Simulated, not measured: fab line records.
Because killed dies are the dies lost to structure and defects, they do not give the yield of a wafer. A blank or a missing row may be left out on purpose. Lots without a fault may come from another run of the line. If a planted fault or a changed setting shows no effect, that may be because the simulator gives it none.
Chamber matching / flow nand_harc / 3 sister chambers for NHARC_A_CONTACT_DEP_58 on pecvd-01
The step deposits SiON, target thk 90 nm. 6 wafers are shown with their chamber, then 10 later ones without.

== EACH WAFER AND ITS CHAMBER ==
wafer=L083.6; chamber=1; heater_power_outer_w (W)=466; chamber_pressure_Torr (Torr)=3.512
wafer=L088.3; chamber=0; heater_power_outer_w (W)=460; chamber_pressure_Torr (Torr)=3.500
wafer=L088.5; chamber=2; heater_power_outer_w (W)=474; chamber_pressure_Torr (Torr)=3.498
wafer=L088.6; chamber=0; heater_power_outer_w (W)=464; chamber_pressure_Torr (Torr)=3.513
wafer=L091.2; chamber=1; heater_power_outer_w (W)=459; chamber_pressure_Torr (Torr)=3.499
wafer=L091.4; chamber=2; heater_power_outer_w (W)=446; chamber_pressure_Torr (Torr)=3.497

== WAFERS WHOSE CHAMBER IS MISSING ==
wafer=L091.5; heater_power_outer_w (W)=487; chamber_pressure_Torr (Torr)=3.502
wafer=L090.1; heater_power_outer_w (W)=448; chamber_pressure_Torr (Torr)=3.507
wafer=L090.2; heater_power_outer_w (W)=482; chamber_pressure_Torr (Torr)=3.498
wafer=L090.5; heater_power_outer_w (W)=468; chamber_pressure_Torr (Torr)=3.502
wafer=L096.2; heater_power_outer_w (W)=458; chamber_pressure_Torr (Torr)=3.490
wafer=L096.4; heater_power_outer_w (W)=463; chamber_pressure_Torr (Torr)=3.497
wafer=L096.6; heater_power_outer_w (W)=470; chamber_pressure_Torr (Torr)=3.489
wafer=L097.4; heater_power_outer_w (W)=497; chamber_pressure_Torr (Torr)=3.504
wafer=L097.5; heater_power_outer_w (W)=460; chamber_pressure_Torr (Torr)=3.498
wafer=L097.6; heater_power_outer_w (W)=446; chamber_pressure_Torr (Torr)=3.511

== WHICH CHAMBER EACH ONE RAN IN ==
wafer=L091.5; from the rows above=can't be placed: 1 or 0 or 2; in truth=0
wafer=L090.1; from the rows above=can't be placed: 0 or 1 or 2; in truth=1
wafer=L090.2; from the rows above=can't be placed: 2 or 1 or 0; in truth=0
wafer=L090.5; from the rows above=can't be placed: 1 or 0 or 2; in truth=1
wafer=L096.2; from the rows above=can't be placed: 2 or 1 or 0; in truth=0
wafer=L096.4; from the rows above=can't be placed: 2 or 1 or 0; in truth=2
wafer=L096.6; from the rows above=can't be placed: 2 or 1 or 0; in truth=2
wafer=L097.4; from the rows above=can't be placed: 1 or 0 or 2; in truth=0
wafer=L097.5; from the rows above=can't be placed: 2 or 1 or 0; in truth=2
wafer=L097.6; from the rows above=can't be placed: 0 or 1 or 2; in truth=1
0 of 10 placed correctly. From these rows, 10 cannot be placed; in 10 the true chamber is one of the candidates. Wrongly placed: 0.
How it was worked out, from the rows above alone: a wafer's distance from a chamber is the root of the sum, over the readings, of the square of ((its reading less the chamber's mean) divided by the reading's scatter). If the next closest chamber is less than 2 further off than the closest, the wafer can't be placed; otherwise it belongs to the closest. A chamber's mean is the mean of its shown wafers. The scatter is the square root of a quotient: the sum, over the shown wafers, of each reading's squared deviation from its chamber's mean, divided by wafers minus chambers.
